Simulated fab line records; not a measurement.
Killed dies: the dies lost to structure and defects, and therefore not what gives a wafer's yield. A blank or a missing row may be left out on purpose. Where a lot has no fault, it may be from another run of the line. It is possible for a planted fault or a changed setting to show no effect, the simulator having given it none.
Comparing a struck lot with a sound one + flow n5-finfet + 36 steps out of a route of 1938
Sound: the wafers L324.1, L324.3, L324.4. The struck wafers were L326.3, L326.5, L326.6. The cause comes at the end.
Each step with rows lists, per side, the tool, then ch with its chambers, then its first start. Under that, the readings that differ: sound wafers + struck wafers + difference of the means + sigmas: that difference in standard deviations of wafers without a fault.
alike: words and numbers the same on both sides, and readings whose means are apart by under 2 such deviations; not compared: readings that were withheld, readings missing a value for some wafer, numbers with overlapping values and no deviation given by the record, and bounds like >300 which may hide the same value.
The two part at a step that has a row with sigmas, a row that says differs or no value, or rows on one side only. Numbers that don't overlap but have no deviation are shown without sigmas and don't part them. A reading missing from all wafers of one side parts the sides only when that side holds two or more wafers.

first, 9 steps without rows for these wafers: N5_BEOL_M4_ANNEAL_95 (time 240 s); N5_BEOL_M4_SPUTTER_96 (material Cu, target thk 4.5 nm, time 8.29 s); N5_BEOL_M4_ECD_50 (material Cu, target thk 300 nm); N5_BEOL_M4_ANNEAL_51 (time 90 s); N5_BEOL_M4_CMP_52 (polishes, stops on SiOC, t overpolish 6.8 s, target thk 40 nm); N5_BEOL_M4_PRE_CLEAN_60 (time 15 s); N5_BEOL_M4_CO_CAP_55 (material Co, precursor CCTBA/H2, target thk 2 nm, time 102.1 s); N5_BEOL_M4_PRE_CLEAN_56 (time 15 s); N5_BEOL_M4_DEP_57 (deposits SiCN from 3MS/NH3, target thk 8 nm, time 14 s).
N5_BEOL_M4_RC_MEAS_101:
  sound on prober-02 ch 0, day 8 11:24; struck on prober-01 ch 0, day 8 22:46
  alike: DIBL_N, DIBL_P, IOFF_N, IOFF_P, ION_N, ION_P, SS_N, SS_P, VT_N, VT_P
then, 24 steps without rows for these wafers: N5_BEOL_M5_ILD_DEP_00 (deposits SiCOH lowk from DEMS/porogen, target thk 140.64 nm, time 25.9 s); N5_BEOL_M5_CURE_79 (cures SiCOH lowk, time 240 s); N5_BEOL_M5_PECVD_70 (deposits SiO2 from TEOS/O2, target thk 16 nm, time 18 s); N5_BEOL_M5_HM_DEP_02 (deposits TiN, target thk 20 nm); N5_BEOL_M5_COAT_59 (time 60 s, resist thk 60 nm); N5_BEOL_M5_COAT_60 (time 60 s, resist thk 12 nm); N5_BEOL_M5_COAT_71 (time 60 s, resist thk 5 nm); N5_BEOL_M5_COAT_05 (resist thk 30 nm); N5_BEOL_M5_EBR_07; N5_BEOL_M5_SOFTBAKE_06 (time 60 s); N5_BEOL_M5_EXPOSE_08 (exposes mask M5, target cd 28 nm); N5_BEOL_M5_PEB_09 (peb time 60 s); N5_BEOL_M5_DEVELOP_10 (develop time 30 s); N5_BEOL_M5_DESCUM_16 (chemistry O2, time 7 s); N5_BEOL_M5_ETCH_72 (etches underlayer in N2/H2, target depth 6.5 nm, time 5.2 s); N5_BEOL_M5_ETCH_61 (etches SiARC in CF4, target depth 15.6 nm, time 26 s); N5_BEOL_M5_ETCH_62 (etches SOC in N2/H2, target depth 75 nm, overetch 15 nm, time 112.5 s); N5_BEOL_M5_STRIP_63 (strips in N2/H2); N5_BEOL_M5_STRIP_73 (strips in N2/H2); N5_BEOL_M5_STRIP_64 (strips in CF4); N5_BEOL_M5_HM_OPEN_17 (chemistry Cl2/BCl3, target TiN, target depth 20 nm, overetch 6 nm); N5_BEOL_M5_STRIP_19 (strips in O2); N5_BEOL_M5_COAT_65 (time 60 s, resist thk 60 nm); N5_BEOL_M5_COAT_66 (time 60 s, resist thk 12 nm).
-- the record jumps here: 4 days lie between the struck wafers' starts before and after (it left off in module BEOL_M5 and takes up again in module BEOL_M15, whose first step shown is number 1813 of the route) --
N5_BEOL_M15_STRIP_37: strips in O2.
  sound on rie-diel-02 ch 0,1,3, day 12 00:26; struck on rie-diel-04 ch 0,1,3, day 12 16:20
  no value came back on the struck wafers for any of 8 readings (bias-power-w (W), chamber-pressure-mTorr (mTorr) and others); on the sound wafers bias-power-w (W) reads 0 0 0
N5_PASSIVATION_PROBE_49:
  record: rows for the struck wafers here (prober-01, day 13 09:08), none for the sound ones

## WHERE THEY PART
Last at N5_PASSIVATION_PROBE_49 as far as this record goes, first at N5_BEOL_M15_STRIP_37.

WHY: what the simulator had put in
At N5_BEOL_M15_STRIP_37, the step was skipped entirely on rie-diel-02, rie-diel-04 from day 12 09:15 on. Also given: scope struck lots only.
